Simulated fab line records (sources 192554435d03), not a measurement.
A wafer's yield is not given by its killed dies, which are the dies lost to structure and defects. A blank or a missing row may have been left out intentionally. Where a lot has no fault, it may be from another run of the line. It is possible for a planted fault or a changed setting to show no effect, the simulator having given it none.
Split-lot trial / flow n5-finfet / on a route of 1938 steps: 7 lots, 39 wafers read

## THE SPLIT ITSELF
At N5_DUMMY_GATE_ETCH_31 (etches SiO2 in C4F6/O2, target depth 82.5 nm, time 27.5 s), the setting target-depth-a was moved away from the recipe's 825 angstrom on 18 of the 39 wafers read, by -7.9% to +11.0%. All remaining wafers had this setting at the recipe value.

The reading comes from the split's own step.

## THE READING
SOC_of_DUMMY_GATE_COAT_34.thk-nm (the simulator's own value, which no gauge read), in nm, at N5_DUMMY_GATE_ETCH_31 (etches SiO2 in C4F6/O2, target depth 82.5 nm, time 27.5 s). The file does not state a usual value for it. Here, 21 wafers ran the recipe; their average is 51.8 nm with a standard deviation of 0.25 nm.

wafer=L081.1; tool, chamber at the split=rie-diel-01, 1; target-depth-a as run, angstrom=825; against the recipe=recipe; SOC_of_DUMMY_GATE_COAT_34.thk-nm, nm=51.6; against lot-mates on the recipe=-
wafer=L081.2; tool, chamber at the split=rie-diel-01, 3; target-depth-a as run, angstrom=825; against the recipe=recipe; SOC_of_DUMMY_GATE_COAT_34.thk-nm, nm=51.6; against lot-mates on the recipe=-
wafer=L081.3; tool, chamber at the split=rie-diel-01, 2; target-depth-a as run, angstrom=916.1; against the recipe=+11.0%; SOC_of_DUMMY_GATE_COAT_34.thk-nm, nm=51; against lot-mates on the recipe=-0.5
wafer=L081.4; tool, chamber at the split=rie-diel-01, 0; target-depth-a as run, angstrom=916.1; against the recipe=+11.0%; SOC_of_DUMMY_GATE_COAT_34.thk-nm, nm=50.6; against lot-mates on the recipe=-0.9
wafer=L081.5; tool, chamber at the split=rie-diel-01, 0; target-depth-a as run, angstrom=916.1; against the recipe=+11.0%; SOC_of_DUMMY_GATE_COAT_34.thk-nm, nm=50.8; against lot-mates on the recipe=-0.7
wafer=L081.6; tool, chamber at the split=rie-diel-01, 3; target-depth-a as run, angstrom=825; against the recipe=recipe; SOC_of_DUMMY_GATE_COAT_34.thk-nm, nm=51.4; against lot-mates on the recipe=-
wafer=L083.1; tool, chamber at the split=rie-diel-06, 1; target-depth-a as run, angstrom=892.5; against the recipe=+8.2%; SOC_of_DUMMY_GATE_COAT_34.thk-nm, nm=51; against lot-mates on the recipe=-1.0
wafer=L083.2; tool, chamber at the split=rie-diel-06, 0; target-depth-a as run, angstrom=892.5; against the recipe=+8.2%; SOC_of_DUMMY_GATE_COAT_34.thk-nm, nm=51.2; against lot-mates on the recipe=-0.8
wafer=L083.3; tool, chamber at the split=rie-diel-06, 3; target-depth-a as run, angstrom=892.5; against the recipe=+8.2%; SOC_of_DUMMY_GATE_COAT_34.thk-nm, nm=51.2; against lot-mates on the recipe=-0.8
wafer=L083.4; tool, chamber at the split=rie-diel-06, 2; target-depth-a as run, angstrom=825; against the recipe=recipe; SOC_of_DUMMY_GATE_COAT_34.thk-nm, nm=52.2; against lot-mates on the recipe=-
wafer=L083.5; tool, chamber at the split=rie-diel-06, 3; target-depth-a as run, angstrom=825; against the recipe=recipe; SOC_of_DUMMY_GATE_COAT_34.thk-nm, nm=51.8; against lot-mates on the recipe=-
wafer=L083.6; tool, chamber at the split=rie-diel-06, 0; target-depth-a as run, angstrom=825; against the recipe=recipe; SOC_of_DUMMY_GATE_COAT_34.thk-nm, nm=52; against lot-mates on the recipe=-
wafer=L087.1; tool, chamber at the split=rie-diel-03, 3; target-depth-a as run, angstrom=825; against the recipe=recipe; SOC_of_DUMMY_GATE_COAT_34.thk-nm, nm=51.8; against lot-mates on the recipe=-
wafer=L087.2; tool, chamber at the split=rie-diel-03, 1; target-depth-a as run, angstrom=759.7; against the recipe=-7.9%; SOC_of_DUMMY_GATE_COAT_34.thk-nm, nm=52.2; against lot-mates on the recipe=+0.5
wafer=L087.3; tool, chamber at the split=rie-diel-03, 2; target-depth-a as run, angstrom=825; against the recipe=recipe; SOC_of_DUMMY_GATE_COAT_34.thk-nm, nm=51.8; against lot-mates on the recipe=-
wafer=L087.4; tool, chamber at the split=rie-diel-03, 1; target-depth-a as run, angstrom=759.7; against the recipe=-7.9%; SOC_of_DUMMY_GATE_COAT_34.thk-nm, nm=52.2; against lot-mates on the recipe=+0.5
wafer=L087.5; tool, chamber at the split=rie-diel-03, 2; target-depth-a as run, angstrom=825; against the recipe=recipe; SOC_of_DUMMY_GATE_COAT_34.thk-nm, nm=51.6; against lot-mates on the recipe=-
wafer=L087.6; tool, chamber at the split=rie-diel-03, 3; target-depth-a as run, angstrom=759.7; against the recipe=-7.9%; SOC_of_DUMMY_GATE_COAT_34.thk-nm, nm=52.2; against lot-mates on the recipe=+0.5
wafer=L089.1; tool, chamber at the split=rie-diel-01, 1; target-depth-a as run, angstrom=825; against the recipe=recipe; SOC_of_DUMMY_GATE_COAT_34.thk-nm, nm=51.8; against lot-mates on the recipe=-
wafer=L089.2; tool, chamber at the split=rie-diel-01, 3; target-depth-a as run, angstrom=825; against the recipe=recipe; SOC_of_DUMMY_GATE_COAT_34.thk-nm, nm=52; against lot-mates on the recipe=-
wafer=L089.3; tool, chamber at the split=rie-diel-01, 0; target-depth-a as run, angstrom=766.1; against the recipe=-7.1%; SOC_of_DUMMY_GATE_COAT_34.thk-nm, nm=52.6; against lot-mates on the recipe=+0.7
wafer=L089.4; tool, chamber at the split=rie-diel-01, 2; target-depth-a as run, angstrom=766.1; against the recipe=-7.1%; SOC_of_DUMMY_GATE_COAT_34.thk-nm, nm=52.6; against lot-mates on the recipe=+0.7
wafer=L089.5; tool, chamber at the split=rie-diel-01, 3; target-depth-a as run, angstrom=825; against the recipe=recipe; SOC_of_DUMMY_GATE_COAT_34.thk-nm, nm=52; against lot-mates on the recipe=-
wafer=L089.6; tool, chamber at the split=rie-diel-01, 2; target-depth-a as run, angstrom=766.1; against the recipe=-7.1%; SOC_of_DUMMY_GATE_COAT_34.thk-nm, nm=52.6; against lot-mates on the recipe=+0.7
wafer=L092.1; tool, chamber at the split=rie-diel-01, 2; target-depth-a as run, angstrom=771; against the recipe=-6.5%; SOC_of_DUMMY_GATE_COAT_34.thk-nm, nm=52.4; against lot-mates on the recipe=+0.5
wafer=L092.2; tool, chamber at the split=rie-diel-01, 1; target-depth-a as run, angstrom=771; against the recipe=-6.5%; SOC_of_DUMMY_GATE_COAT_34.thk-nm, nm=52.6; against lot-mates on the recipe=+0.7
wafer=L092.3; tool, chamber at the split=rie-diel-01, 3; target-depth-a as run, angstrom=825; against the recipe=recipe; SOC_of_DUMMY_GATE_COAT_34.thk-nm, nm=52; against lot-mates on the recipe=-
wafer=L092.4; tool, chamber at the split=rie-diel-01, 0; target-depth-a as run, angstrom=771; against the recipe=-6.5%; SOC_of_DUMMY_GATE_COAT_34.thk-nm, nm=52.4; against lot-mates on the recipe=+0.5
wafer=L092.5; tool, chamber at the split=rie-diel-01, 1; target-depth-a as run, angstrom=825; against the recipe=recipe; SOC_of_DUMMY_GATE_COAT_34.thk-nm, nm=51.6; against lot-mates on the recipe=-
wafer=L092.6; tool, chamber at the split=rie-diel-01, 0; target-depth-a as run, angstrom=825; against the recipe=recipe; SOC_of_DUMMY_GATE_COAT_34.thk-nm, nm=52.2; against lot-mates on the recipe=-
wafer=L094.2; tool, chamber at the split=rie-diel-03, 0; target-depth-a as run, angstrom=825; against the recipe=recipe; SOC_of_DUMMY_GATE_COAT_34.thk-nm, nm=52.2; against lot-mates on the recipe=-
wafer=L094.3; tool, chamber at the split=rie-diel-03, 2; target-depth-a as run, angstrom=825; against the recipe=recipe; SOC_of_DUMMY_GATE_COAT_34.thk-nm, nm=51.6; against lot-mates on the recipe=-
wafer=L094.4; tool, chamber at the split=rie-diel-03, 1; target-depth-a as run, angstrom=825; against the recipe=recipe; SOC_of_DUMMY_GATE_COAT_34.thk-nm, nm=51.6; against lot-mates on the recipe=-
wafer=L097.1; tool, chamber at the split=rie-diel-03, 3; target-depth-a as run, angstrom=825; against the recipe=recipe; SOC_of_DUMMY_GATE_COAT_34.thk-nm, nm=51.4; against lot-mates on the recipe=-
wafer=L097.2; tool, chamber at the split=rie-diel-03, 1; target-depth-a as run, angstrom=789.8; against the recipe=-4.3%; SOC_of_DUMMY_GATE_COAT_34.thk-nm, nm=51.8; against lot-mates on the recipe=+0.3
wafer=L097.3; tool, chamber at the split=rie-diel-03, 2; target-depth-a as run, angstrom=825; against the recipe=recipe; SOC_of_DUMMY_GATE_COAT_34.thk-nm, nm=51.4; against lot-mates on the recipe=-
wafer=L097.4; tool, chamber at the split=rie-diel-03, 0; target-depth-a as run, angstrom=825; against the recipe=recipe; SOC_of_DUMMY_GATE_COAT_34.thk-nm, nm=51.8; against lot-mates on the recipe=-
wafer=L097.5; tool, chamber at the split=rie-diel-03, 0; target-depth-a as run, angstrom=789.8; against the recipe=-4.3%; SOC_of_DUMMY_GATE_COAT_34.thk-nm, nm=52.2; against lot-mates on the recipe=+0.7
wafer=L097.6; tool, chamber at the split=rie-diel-03, 1; target-depth-a as run, angstrom=789.8; against the recipe=-4.3%; SOC_of_DUMMY_GATE_COAT_34.thk-nm, nm=51.8; against lot-mates on the recipe=+0.3

FIT RESULTS
A straight line over all 39 wafers: SOC_of_DUMMY_GATE_COAT_34.thk-nm changes by -0.0839 nm for each +1% of target-depth-a; r = -0.88; the points scatter about the line by 0.24 nm.
The same after taking each lot's own level away (the mean of its wafers on the recipe; 39 wafers): -0.0794 nm for each +1%; r = -0.92; scatter 0.18 nm.
According to that fit, moving target-depth-a by its largest amount changes the reading by 0.88 nm.
Measured against the standard deviation above, the lots' own levels, which go from 51.53 to 52.00 nm, span 1.8 times it.
Hence the lot-to-lot level has little effect on the slope; both slopes agree.
Check: with one of the wafers moved furthest among these (+11.0%) left out of the fit, the line predicts -0.943 nm for it against its lot-mates. Against them it came out at -0.533 nm.

## OTHER SPLITS APPLIED TO THESE WAFERS
Note: prior to the reading, these wafers also went through further splits. Each is held against what the fit with the lots' levels taken away leaves over:
other split on the same wafers=N5_FIN_CUT_CUT_ETCH_15 target-depth-a; wafers away from the commonest value=15; r with SOC_of_DUMMY_GATE_COAT_34.thk-nm (lot level and that fit taken away)=+0.07
other split on the same wafers=N5_DUMMY_GATE_ETCH_37 source-w; wafers away from the commonest value=15; r with SOC_of_DUMMY_GATE_COAT_34.thk-nm (lot level and that fit taken away)=-0.34

## THE WHOLE CHAIN: every reading that the file lists as answering this split, in the file's order
step=N5_DUMMY_GATE_ETCH_31; what it does=etches SiO2 in C4F6/O2, target depth 82.5 nm, time 27.5 s; reading=etch.depth-nm (the simulator's own value, which no gauge read); change (the file's fit)=+0.758 nm for each +1% of the setting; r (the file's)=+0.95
step=N5_DUMMY_GATE_ETCH_31; what it does=etches SiO2 in C4F6/O2, target depth 82.5 nm, time 27.5 s; reading=SOC_of_DUMMY_GATE_COAT_34.thk-nm (the simulator's own value, which no gauge read); change (the file's fit)=-0.0793 nm for each +1% of the setting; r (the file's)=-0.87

## THE FILE'S OWN FIT
SOC_of_DUMMY_GATE_COAT_34.thk-nm changes by -0.0793 nm for each +1% of target-depth-a, r = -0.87.
